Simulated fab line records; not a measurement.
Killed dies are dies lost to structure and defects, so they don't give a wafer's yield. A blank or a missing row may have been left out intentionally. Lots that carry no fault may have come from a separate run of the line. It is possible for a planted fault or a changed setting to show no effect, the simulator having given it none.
fab line records    flow n5-finfet
record lots=10  wafers=28  last-day=19
route steps=1938 shown BEOL_M15@1773
lots with no fault: from the same line, run without faults
start-h: the number of hours between the record's first day and the start of the first shown wafer of the lot    wait-h: hours from the lot's prior step to this one    " same as the row above    L1.1+2: a single row standing in for several wafers    - either no value or no given start    * or withheld: withheld    < > ~ a bound
route shown NAME@n: a module of which the file shows steps, and the number in the route of the first    usual: mean/standard deviation of fault-free wafers    same: alike in all rows    chamber/n: place in a boat    sites: the reading at each site    _std_site: how widely they spread, as a standard deviation    _edge_site: mean of outer sites minus mean of inner sites    radius-mm: for every site, how far away it sits from the centre of the wafer    mask NAME#n: copy n    behind: the tool/chamber that last shaped the wafer    hold: why the lot went on hold/how many hours it stayed there/how the hold came to an end    device: the transistor (n, p or np) that didn't switch    end of line: the route-end tests of the same wafers    step lacking rows: just its recipe    killed: count of dies lost to structure and defects at first sort (not the wafer's yield)    map: dies across one wafer; x = killed, . = not, _ = none there
set.NAME: the setting as run; set.NAME@STEP: as run at that earlier step    model.NAME: the simulator's own value behind a step, which no gauge read
one table for each step of the route and one row for each wafer, over a sample of lots
services: a tool's chamber out of use, with start hour (start-h, from the record's first day; less than 0 if before it), hours out, and reason
## steps
# step N5_BEOL_M15_ILD_DEP_00
# recipe material=SiO2  target-thk-a=16293  temp-c=400  precursor=TEOS/O2  pressure-torr=6.5  rf-w=900  teos-flow-sccm=161.4  gas=O2  flow-sccm=2650  time-s=346.1
# usual heater-power-w=464/83  showerhead-plenum-p-Torr=8.35/0.032  throttle-valve-pct=19.0/1.2
lot.wafer  tool      chamber  start-h  wait-h  heater-power-w  showerhead-plenum-p-Torr  throttle-valve-pct
L897.1     pecvd-03  0        265.29   0.0     576             8.36                      17.7
L897.2     "         1        "        "       441             8.37                      21.6
L897.3     "         2        "        "       601             8.33                      17.5
L898.1     pecvd-03  2        269.05   0.0     506             8.34                      17.8
L898.4     "         0        "        "       537             8.35                      18.0
L898.5     "         1        "        "       389             8.37                      21.5
L903.1     pecvd-01  2        315.75   0.0     322             8.31                      19.9
L903.2     "         0        "        "       436             8.34                      17.6
L903.6     "         2        "        "       426             8.37                      20.0
L905.1     pecvd-04  2        323.46   0.0     432             8.34                      18.6
L905.2     "         1        "        "       626             8.41                      19.5
L905.6     "         2        "        "       338             8.34                      18.8
L911.1     pecvd-01  2        361.89   0.0     448             8.33                      19.8
L911.2     "         1        "        "       511             8.36                      20.1
L911.5     "         2        "        "       331             8.37                      20.0
L912.1     pecvd-04  0        367.19   0.0     615             8.34                      18.2
L912.2     "         1        "        "       587             8.43                      19.5
L912.5     "         1        "        "       478             8.43                      19.5
L910.1     pecvd-01  1        369.30   0.0     514             8.36                      20.1
L910.5     "         1        "        "       482             8.35                      20.1
L910.6     "         0        "        "       347             8.34                      17.8
L914.3     pecvd-04  2        388.38   0.0     431             8.34                      18.8
L914.4     "         0        "        "       469             8.33                      18.2
L914.5     "         1        "        "       482             8.42                      19.4
L917.2     pecvd-01  2        397.43   0.0     436             8.35                      20.0
L917.4     "         0        "        "       464             8.37                      17.8
L920.2     pecvd-01  2        427.13   0.0     398             8.35                      20.4
L920.4     "         2        "        "       449             8.34                      20.5
# step N5_BEOL_M15_ETCH_57
# recipe chemistry=N2/H2  target=SOC  source-w=3000  bias-w=350  time-s=750  ion-energy-ev=200  pressure-mtorr=30  n2-flow-sccm=200  h2-flow-sccm=200
# usual drypump-motor-current-A=5.54/0.28  oes-product-au=0.79/0.092  rf-vpp-V=523.3/2.8  showerhead-plenum-p-Torr=2.52/0.096  throttle-valve-pct=17.74/0.25
lot.wafer  tool         chamber  start-h  wait-h  drypump-motor-current-A  oes-product-au  rf-hours-counter-h  rf-vpp-V  showerhead-plenum-p-Torr  throttle-valve-pct
L897.1     rie-diel-03  1        266.66   -       5.24                     0.76            162                 517.1     2.33                      17.47
L897.2     "            3        "        "       5.70                     0.69            248                 522.7     2.51                      18.13
L897.3     "            2        "        "       5.27                     0.72            192                 523.6     2.53                      18.31
L898.1     rie-diel-03  1        270.51   -       5.23                     0.76            163                 517.9     2.33                      17.46
L898.4     "            2        "        "       5.25                     0.72            193                 522.3     2.53                      18.31
L898.5     "            2        "        "       5.30                     0.71            -                   524.6     2.52                      18.32
L903.1     rie-diel-06  1        317.00   -       5.96                     0.84            69                  524.0     2.58                      17.61
L903.2     "            2        "        "       6.00                     0.77            139                 525.9     2.66                      17.75
L903.6     "            1        "        "       5.99                     0.84            -                   525.0     2.58                      17.62
L905.1     rie-diel-01  0        324.85   -       5.06                     0.79            109                 524.1     2.56                      17.90
L905.2     "            1        "        "       5.63                     0.68            258                 525.2     2.61                      17.97
L905.6     "            1        "        "       5.61                     0.68            -                   526.5     2.61                      17.95
L911.1     rie-diel-06  3        363.14   -       5.07                     0.96            6                   528.1     2.71                      17.51
L911.2     "            2        "        "       5.99                     0.74            155                 526.5     2.66                      17.77
L911.5     "            3        "        "       5.06                     0.95            -                   527.6     2.72                      17.53
L912.1     rie-diel-01  2        368.49   -       5.69                     0.93            14                  523.6     2.50                      17.62
L912.2     "            3        "        "       5.66                     0.72            190                 520.2     2.43                      17.71
L912.5     "            3        "        "       5.68                     0.71            -                   521.7     2.43                      17.72
L910.1     rie-diel-03  2        370.64   -       5.35                     0.69            228                 524.5     2.51                      18.36
L910.5     "            2        "        "       5.34                     0.69            -                   524.2     2.51                      18.36
L910.6     "            3        "        "       5.71                     0.89            -                   522.0     2.49                      17.75
L914.3     rie-diel-06  0        389.82   -       5.46                     0.81            117                 524.7     2.56                      17.53
L914.4     "            3        "        "       5.07                     0.92            -                   527.9     2.71                      17.53
L914.5     "            0        "        "       5.46                     0.80            -                   523.0     2.56                      17.53
L917.2     rie-diel-01  2        398.92   -       5.71                     0.92            23                  523.1     2.50                      17.62
L917.4     "            3        "        "       5.68                     0.71            199                 521.6     2.43                      17.72
L920.2     rie-diel-01  2        428.90   -       5.68                     0.89            32                  523.1     2.49                      17.66
L920.4     "            1        "        "       5.59                     0.91            26                  526.2     2.60                      17.56
# step N5_BEOL_M15_TRENCH_ETCH_34
# recipe chemistry=C4F8/O2/Ar  target=SiO2  target-depth-a=8729.3  he-inner-torr=15  he-outer-torr=30  time-s=199  ion-energy-ev=800  pressure-mtorr=20  source-w=1905  bias-w=2040  Ar_flow_sccm=400  C4F8_flow_sccm=16  O2_flow_sccm=12
# usual drypump-motor-current-A=5.49/0.28  oes-product-au=0.79/0.097  rf-vpp-V=2222/21  showerhead-plenum-p-Torr=3.40/0.11  throttle-valve-pct=30.85/0.29
lot.wafer  tool         chamber  start-h  wait-h  drypump-motor-current-A  oes-product-au  rf-hours-counter-h  rf-vpp-V  showerhead-plenum-p-Torr  throttle-valve-pct
L897.1     rie-diel-01  3        267.73   0.0     5.68                     0.75            155                 2211      3.33                      30.70
L897.2     "            0        "        "       5.08                     0.80            96                  2243      3.47                      31.13
L897.3     "            1        "        "       5.59                     0.70            239                 2227      3.51                      30.80
L898.1     rie-diel-06  0        271.51   0.0     5.44                     0.85            80                  2248      3.47                      30.57
L898.4     "            0        "        "       5.48                     0.85            -                   2248      3.47                      30.57
L898.5     "            1        "        "       5.98                     0.86            -                   2226      3.49                      30.72
L903.1     rie-diel-01  3        318.08   0.0     5.67                     0.74            171                 2209      3.32                      30.71
L903.2     "            1        "        "       5.61                     0.68            255                 2226      3.50                      30.82
L903.6     "            3        "        "       5.68                     0.73            -                   2209      3.32                      30.72
L905.1     rie-diel-01  1        325.92   0.0     5.59                     0.67            258                 2227      3.50                      30.81
L905.2     "            0        "        "       5.07                     0.78            109                 2240      3.46                      31.14
L905.6     "            0        "        "       5.06                     0.78            -                   2242      3.46                      31.14
L911.1     rie-diel-03  3        364.09   0.0     5.70                     0.90            26                  2226      3.36                      30.89
L911.2     "            1        "        "       5.23                     0.74            194                 2200      3.17                      30.71
L911.5     "            1        "        "       5.22                     0.73            -                   2200      3.17                      30.71
L912.1     rie-diel-03  2        369.51   0.0     5.33                     0.70            227                 2241      3.41                      31.58
L912.2     "            3        "        "       5.70                     0.89            28                  2226      3.36                      30.92
L912.5     "            2        "        "       5.32                     0.70            -                   2241      3.41                      31.57
L910.1     rie-diel-01  1        371.85   0.0     5.59                     0.95            9                   2227      3.50                      30.61
L910.5     "            1        "        "       5.60                     0.95            -                   2226      3.50                      30.63
L910.6     "            0        "        "       5.08                     0.77            -                   2240      3.45                      31.17
L914.3     rie-diel-03  0        390.93   0.0     5.58                     0.96            5                   2175      3.38                      30.52
L914.4     "            1        "        "       5.24                     0.72            204                 2199      3.16                      30.72
L914.5     "            2        "        "       5.26                     0.69            -                   2241      3.41                      31.58
L917.2     rie-diel-03  1        399.87   0.0     5.22                     0.72            206                 2200      3.16                      30.73
L917.4     "            2        "        "       5.33                     0.68            237                 2239      3.41                      31.57
L920.2     rie-diel-03  2        429.85   0.0     5.30                     0.68            247                 2238      3.40                      31.57
L920.4     "            3        "        "       5.70                     0.86            47                  2225      3.35                      30.92
# step N5_BEOL_M15_SPUTTER_43
# recipe material=TaN  target-thk-a=150  temp-c=50  bias-v=168.6  power-w=15000  chamber-pressure-pa=0.12  time-s=24.19
# usual throttle-valve-pct=30.2/0.98
lot.wafer  tool            chamber  start-h  wait-h  throttle-valve-pct
L897.1     pvd-sputter-02  -        269.87   0.0     31.5
L897.2     "               -        "        "       31.4
L897.3     "               -        "        "       29.0
L898.1     pvd-sputter-03  -        274.62   0.0     30.6
L898.4     "               -        "        "       30.3
L898.5     "               -        "        "       30.8
L903.1     pvd-sputter-02  -        319.74   0.0     31.7
L903.2     "               -        "        "       29.2
L903.6     "               -        "        "       29.4
L905.1     pvd-sputter-03  -        326.63   0.0     30.8
L905.2     "               -        "        "       30.0
L905.6     "               -        "        "       30.8
L911.1     pvd-sputter-02  -        365.38   0.0     31.5
L911.2     "               -        "        "       29.3
L911.5     "               -        "        "       29.0
L912.1     pvd-sputter-03  -        374.09   0.0     29.9
L912.2     "               -        "        "       30.9
L912.5     "               -        "        "       29.8
L910.1     pvd-sputter-02  -        374.13   0.0     28.9
L910.5     "               -        "        "       29.4
L910.6     "               -        "        "       31.5
L914.3     pvd-sputter-02  -        392.76   0.0     28.8
L914.4     "               -        "        "       29.4
L914.5     "               -        "        "       31.5
L917.2     pvd-sputter-02  -        402.22   0.0     29.0
L917.4     "               -        "        "       29.4
L920.2     pvd-sputter-02  -        432.24   0.0     29.3
L920.4     "               -        "        "       29.0
# step N5_BEOL_M15_CMP_49
# recipe stop-on=SiO2  t-overpolish-s=4.9  down-force-psi=2  platen-rpm=80  clearing-platen-down-force-psi=2  clearing-platen-rpm=80  post-cmp-clean=cu-alkaline  target-thk-nm=850  clearing-platen-pad-velocity-m-s=1.5917  pad-velocity-m-s=1.5917
# usual barrier-field-endpoint-s=11.47/0.25  motor-current-A=7.9/0.68  platen-rpm=80.00/0.053
lot.wafer  tool    chamber  start-h  wait-h  barrier-field-endpoint-s  motor-current-A  platen-rpm
L897.1     cmp-04  1        270.69   0.3     11.24                     8.6              79.95
L897.3     "       3        "        "       11.20                     7.8              80.01
L897.2     "       0        "        "       11.43                     8.1              79.97
L898.1     cmp-04  1        275.44   0.3     11.41                     8.0              80.14
L898.4     "       2        "        "       10.98                     8.9              80.05
L898.5     "       1        "        "       11.36                     8.8              79.98
L903.1     cmp-01  3        321.00   0.3     11.30                     7.0              80.11
L903.2     "       0        "        "       11.53                     7.2              79.97
L903.6     "       3        "        "       11.67                     6.7              80.06
L905.2     cmp-02  0        331.44   0.4     11.26                     7.8              79.97
L905.1     "       1        "        "       11.36                     7.5              80.02
L905.6     "       1        "        "       11.18                     7.5              79.96
L911.1     cmp-04  3        366.75   0.5     11.72                     8.0              80.05
L911.2     "       1        "        "       12.27                     7.9              79.99
L911.5     "       0        "        "       11.84                     7.2              80.01
L912.2     cmp-01  1        375.51   0.5     11.57                     9.6              80.01
L912.1     "       2        "        "       11.56                     7.7              80.00
L912.5     "       0        "        "       11.46                     7.9              79.98
L910.1     cmp-01  3        376.05   0.6     11.57                     6.6              79.98
L910.6     "       1        "        "       11.34                     9.3              80.04
L910.5     "       2        "        "       11.32                     8.1              79.99
L914.3     cmp-01  0        393.61   0.2     11.46                     7.9              79.91
L914.4     "       1        "        "       8.94                      9.3              79.94
L914.5     "       3        "        "       11.52                     6.9              79.97
L917.4     cmp-02  2        403.50   0.2     9.19                      8.4              80.09
L917.2     "       3        "        "       9.34                      7.8              80.02
L920.2     cmp-04  2        433.05   0.2     8.73                      8.7              80.00
L920.4     "       1        "        "       8.80                      7.9              80.01
## services
tool         chamber  start-h  hours  kind
rie-diel-03  3        244.60   9.1    repair
cmp-02       -        248.20   7.1    repair
cmp-04       -        255.24   0.7    repair
rie-diel-06  2        269.26   3.9    repair
pecvd-01     -        273.03   1.2    repair
rie-diel-01  0        275.92   17.7   repair
cmp-02       -        278.99   1.1    repair
pecvd-03     0        279.12   5.2    repair
pecvd-01     -        288.17   2.8    pm
cmp-02       -        289.69   5.1    repair
pecvd-03     -        297.02   5.5    pm
cmp-04       -        306.38   0.4    repair
cmp-04       -        314.71   4.0    pm
cmp-02       -        336.76   0.9    repair
rie-diel-03  -        339.99   0.7    repair
cmp-01       -        343.50   0.9    repair
pecvd-04     0        344.39   3.6    repair
rie-diel-06  0        356.11   2.4    repair
rie-diel-01  0        358.70   5.0    repair
rie-diel-03  0        364.52   16.1   repair
rie-diel-01  0        367.00   3.0    repair
rie-diel-06  2        374.77   20.6   repair
cmp-04       -        408.43   2.8    repair
rie-diel-06  3        411.55   5.7    repair
## key
first-sign step=N5_BEOL_M15_CMP_49  reading=barrier-field-endpoint-s  direction=down  sigmas=10  usual=11.47  struck=9.00
effect none on later readings
met-at N5_BEOL_M15_SPUTTER_43
struck-lots L914,L917,L920
struck-wafers L914.4,L917.2,L917.4,L920.2,L920.4
not-acting-at N5_BEOL_M15_ILD_DEP_00,N5_BEOL_M15_ETCH_57,N5_BEOL_M15_TRENCH_ETCH_34
onset-between 374.13 392.76
fault kind=process-parameter-drift  tool=pvd-sputter-02  chamber=-  onset-h=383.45  steps=N5_BEOL_M15_SPUTTER_43  channel=time-s  offset=*  shape=step  end-h=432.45  scope=struck-wafers-only  acts-in=*  stated=*
